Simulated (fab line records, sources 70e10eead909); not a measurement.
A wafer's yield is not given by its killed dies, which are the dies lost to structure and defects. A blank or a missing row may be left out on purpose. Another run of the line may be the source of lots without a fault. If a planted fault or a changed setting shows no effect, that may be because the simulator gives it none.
Matching of chambers -- flow nand-harc -- 4 sister chambers for NHARC_A_CONTACT_ETCH_92 on rie-diel-11
The step etches the open film in CH3F/O2, target depth 40 nm, time 85.7 s. 4 wafers are shown with their chamber, then 12 later ones without.

## WAFERS WITH THEIR CHAMBER
wafer,chamber,drypump-motor-current-A (A)
L091.3,3,6.2
L092.1,2,5.4
L092.4,0,5.8
L092.5,1,6.0

## WAFERS MISSING THEIR CHAMBER
wafer,drypump-motor-current-A (A)
L095.1,5.8
L095.2,6.0
L095.4,5.4
L094.3,6.0
L094.4,5.4
L094.6,6.2
L097.2,5.8
L097.3,5.4
L097.4,6.0
L096.2,5.3
L096.3,6.0
L096.6,6.2

## CHAMBER TAKEN BY EACH
wafer,from the rows above,in truth
L095.1,0,0
L095.2,1,1
L095.4,2,2
L094.3,1,1
L094.4,2,2
L094.6,3,3
L097.2,0,0
L097.3,2,2
L097.4,1,1
L096.2,2,2
L096.3,1,1
L096.6,3,3
Placed correctly: 12 of 12. Can't be placed from these rows: 0. Wrongly placed: 0.
How it was worked out, from the rows above alone: a wafer's distance from a chamber is the root of the sum, over the readings, of the square of ((its reading less the chamber's mean) divided by the reading's scatter). The wafer belongs to the nearest chamber; if the next one is less than 2 further off, it can't be placed. For every chamber, the mean is computed from those of its wafers that are shown. The scatter: with one shown wafer a chamber, the root of the mean of the squares of how far each hidden wafer lies from its nearest shown one.
